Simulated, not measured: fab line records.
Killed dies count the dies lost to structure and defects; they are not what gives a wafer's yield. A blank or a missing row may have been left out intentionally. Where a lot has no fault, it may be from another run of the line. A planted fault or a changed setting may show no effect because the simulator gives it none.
Chamber matching	flow nandHarc	NHARC_A_STAIRCASE_DEP_325 on pecvd-01: 3 sister chambers
The step deposits SiO2, target thk 3800 nm. 14 wafers are shown with their chamber, then 7 later ones without.

WAFERS WITH THEIR CHAMBER
wafer	chamber	heaterPowerW (W)
L076.1	2	726
L076.5	2	605
L076.6	1	632
L079.1	1	645
L079.4	1	642
L079.6	0	545
L082.2	2	701
L082.3	1	748
L082.5	2	611
L088.3	1	717
L088.5	0	540
L088.6	1	637
L086.1	0	640
L086.5	2	618

SIGNATURES (averages over the wafers above)
reading	chamber 0	chamber 1	chamber 2	scatter within a chamber
heaterPowerW	575.00	670.17	652.20	53.5
Rule: distance of a wafer from a chamber = root of the sum over the readings of ((wafer's reading minus chamber's mean) / reading's scatter) squared. The wafer belongs to the nearest chamber; if the next one is less than 2 further off, it can't be placed. The scatter is the square root of a quotient: the sum, over the shown wafers, of each reading's squared deviation from its chamber's mean, divided by wafers minus chambers.

WAFERS WITHOUT THEIR CHAMBER
wafer	heaterPowerW (W)
L086.6	625
L090.1	688
L090.2	659
L090.6	628
L094.3	767
L094.4	641
L094.5	607

THE CHAMBER EACH PASSED THROUGH
wafer	from the rows above	in truth
L086.6	can't be placed: 2 or 1 or 0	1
L090.1	can't be placed: 1 or 2 or 0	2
L090.2	can't be placed: 2 or 1 or 0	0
L090.6	can't be placed: 2 or 1 or 0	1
L094.3	can't be placed: 1 or 2 or 0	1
L094.4	can't be placed: 2 or 1 or 0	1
L094.5	can't be placed: 0 or 2 or 1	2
Placed correctly: 0 of 7. Not placeable from these rows: 7 (in 7, the candidates include the true chamber). 0 placed wrongly.
